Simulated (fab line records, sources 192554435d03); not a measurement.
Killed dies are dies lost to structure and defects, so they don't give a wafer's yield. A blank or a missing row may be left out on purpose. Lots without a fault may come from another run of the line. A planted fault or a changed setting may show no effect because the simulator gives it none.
Split-lot experiment | flow n5_finfet | 7 lots, 21 wafers read, on a route of 1938 steps

THE SPLIT
At N5_GATE_CUT_HM_DEP_46 (deposits SiO2 from TEOS/O2, target thk 130 nm, time 26.6 s), the setting time_s was moved away from the recipe's 26.6 s on 6 of the 21 wafers read, by +5.9% to +11.6%. The other wafers ran this setting at the recipe's value.

FROM THE SPLIT TO THE READING: what the file shows between them, 18 steps
- N5_GATE_CUT_COAT_27: time 60 s, resist thk 10 nm (also split here: spin_rpm)
- N5_GATE_CUT_COAT_07: resist thk 30 nm
- N5_GATE_CUT_EBR_09
- N5_GATE_CUT_DESCUM_18: chemistry O2, time 7 s
- N5_GATE_CUT_ETCH_28: etches underlayer in N2/H2, target depth 13 nm, time 10.4 s
- N5_GATE_CUT_ETCH_36: etches SiARC in CF4, target depth 13 nm, time 21.7 s
- N5_GATE_CUT_ETCH_37: etches SOC in N2/H2, target depth 60 nm, overetch 12 nm, time 90 s
- N5_GATE_CUT_STRIP_38: strips in N2/H2
- N5_GATE_CUT_STRIP_39: strips in N2/H2
- N5_GATE_CUT_HM_OPEN_40: chemistry C4F6/O2, target SiO2, target depth 139 nm, time 85.1 s
- N5_GATE_CUT_STRIP_41: strips in CF4
- N5_GATE_CUT_STRIP_42: strips in O2
- N5_GATE_CUT_VAPOR_ETCH_51: etches HfO2 in BCl3/Cl2
- N5_GATE_CUT_STRIP_21: strips in N2/H2, time 30 s
- N5_GATE_CUT_STRIP_29: strips in post etch residue remover, time 60 s
- N5_GATE_CUT_SRD_52: time 30 s
- N5_GATE_CUT_ALD_22: deposits SiNx, target thk 16 nm, pulse time 1 s, ald cycles 320
- N5_GATE_CUT_CMP_23: polishes, stops on SiO2, t overpolish 23.4 s, target thk 16 nm

THE READING
GC_FILL_THK, in nm, at N5_GATE_CUT_THK_MEAS_24. Fault-free wafers of this fab line usually give 219.9 nm, standard deviation 2.3 nm.

wafer  | tool, chamber at the split | time_s as run, s | against the recipe | GC_FILL_THK, nm | against lot-mates on the recipe
L075.1 | pecvd-02, 1                | 26.6             | recipe             | 216.2           | -
L075.2 | pecvd-02, 2                | 28.16            | +5.9%              | 226.3           | +9.1
L075.4 | pecvd-02, 0                | 26.6             | recipe             | 218.3           | -
L082.2 | pecvd-03, 2                | 26.6             | recipe             | 219.2           | -
L082.3 | pecvd-03, 1                | 26.6             | recipe             | 220.1           | -
L082.5 | pecvd-03, 2                | 29.69            | +11.6%             | 236.2           | +16.6
L085.4 | pecvd-02, 2                | 26.6             | recipe             | 222.5           | -
L085.5 | pecvd-02, 0                | 26.6             | recipe             | 220.0           | -
L085.6 | pecvd-02, 1                | 26.6             | recipe             | 219.2           | -
L086.2 | pecvd-02, 0                | 26.6             | recipe             | 219.5           | -
L086.3 | pecvd-02, 2                | 26.6             | recipe             | 218.6           | -
L086.4 | pecvd-02, 0                | 26.6             | recipe             | 221.0           | -
L087.1 | pecvd-04, 1                | 29.04            | +9.2%              | 230.4           | +10.0
L087.2 | pecvd-04, 0                | 26.6             | recipe             | 220.4           | -
L087.6 | pecvd-04, 2                | 29.04            | +9.2%              | 232.8           | +12.4
L089.1 | pecvd-02, 2                | 26.6             | recipe             | 218.9           | -
L089.2 | pecvd-02, 0                | 26.6             | recipe             | 219.2           | -
L089.4 | pecvd-02, 2                | 26.6             | recipe             | 220.7           | -
L091.1 | pecvd-02, 1                | 26.6             | recipe             | 214.2           | -
L091.4 | pecvd-02, 0                | 28.27            | +6.3%              | 225.2           | +11.0
L091.6 | pecvd-02, 1                | 28.27            | +6.3%              | 220.9           | +6.7

THE FIT
A straight line over all 21 wafers: GC_FILL_THK changes by +1.26 nm for each +1% of time_s; r = +0.91; the points scatter about the line by 2.4 nm.
The same after taking each lot's own level away (the mean of its wafers on the recipe; 21 wafers): +1.35 nm for each +1%; r = +0.97; scatter 1.3 nm.
On that fit, the largest move of time_s shifts the reading by 16 nm.
The lots' own levels span 214.20 to 220.57 nm, that is 2.8 times the standard deviation above.
So the lot-to-lot level changes the slope little: the two slopes agree.
Check: with one of the wafers moved furthest among these (+11.6%) left out of the fit, the line predicts +15.2 nm for it against its lot-mates. It came out at +16.6 nm against them.

OTHER SPLITS ON THESE WAFERS
These wafers also went through other splits before the reading. Each is held against what the fit with the lots' levels taken away leaves over:
other split on the same wafers | wafers away from the commonest value | r with GC_FILL_THK (lot level and that fit taken away)
N5_GATE_CUT_COAT_27 spin_rpm   | 7                                    | -0.01

THE WHOLE CHAIN: every reading that the file lists as answering this split, in the file's order
step                    | what it does                                                     | reading                                                                            | change (the file's fit)                | r (the file's)
N5_GATE_CUT_HM_DEP_46   | deposits SiO2 from TEOS/O2, target thk 130 nm, time 26.6 s       | SiO2_of_GATE_CUT_HM_DEP_46.thk_nm (the simulator's own value, which no gauge read) | +1.44 nm for each +1% of the setting   | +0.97
N5_GATE_CUT_HM_OPEN_40  | chemistry C4F6/O2, target SiO2, target depth 139 nm, time 85.1 s | etch_rf_on_time_s                                                                  | withheld for each +1% of the setting   | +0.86
N5_GATE_CUT_HM_OPEN_40  | chemistry C4F6/O2, target SiO2, target depth 139 nm, time 85.1 s | etch.depth_nm (the simulator's own value, which no gauge read)                     | +1.44 nm for each +1% of the setting   | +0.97
N5_GATE_CUT_HM_OPEN_40  | chemistry C4F6/O2, target SiO2, target depth 139 nm, time 85.1 s | SOC_of_GATE_CUT_COAT_34.thk_nm (the simulator's own value, which no gauge read)    | -0.349 nm for each +1% of the setting  | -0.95
N5_GATE_CUT_STRIP_29    | strips in post etch residue remover, time 60 s                   | SiO2_of_GATE_CUT_HM_DEP_46.thk_nm (the simulator's own value, which no gauge read) | +1.46 nm for each +1% of the setting   | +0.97
N5_GATE_CUT_THK_MEAS_24 |                                                                  | GC_FILL_THK                                                                        | +1.38 for each +1% of the setting      | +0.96
N5_GATE_CUT_CMP_43      | polishes SiO2                                                    | SiO2_of_GATE_CUT_HM_DEP_46.thk_nm (the simulator's own value, which no gauge read) | +0.0681 nm for each +1% of the setting | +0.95

THE FILE'S OWN FIT
GC_FILL_THK changes by +1.38 nm for each +1% of time_s, r = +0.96.
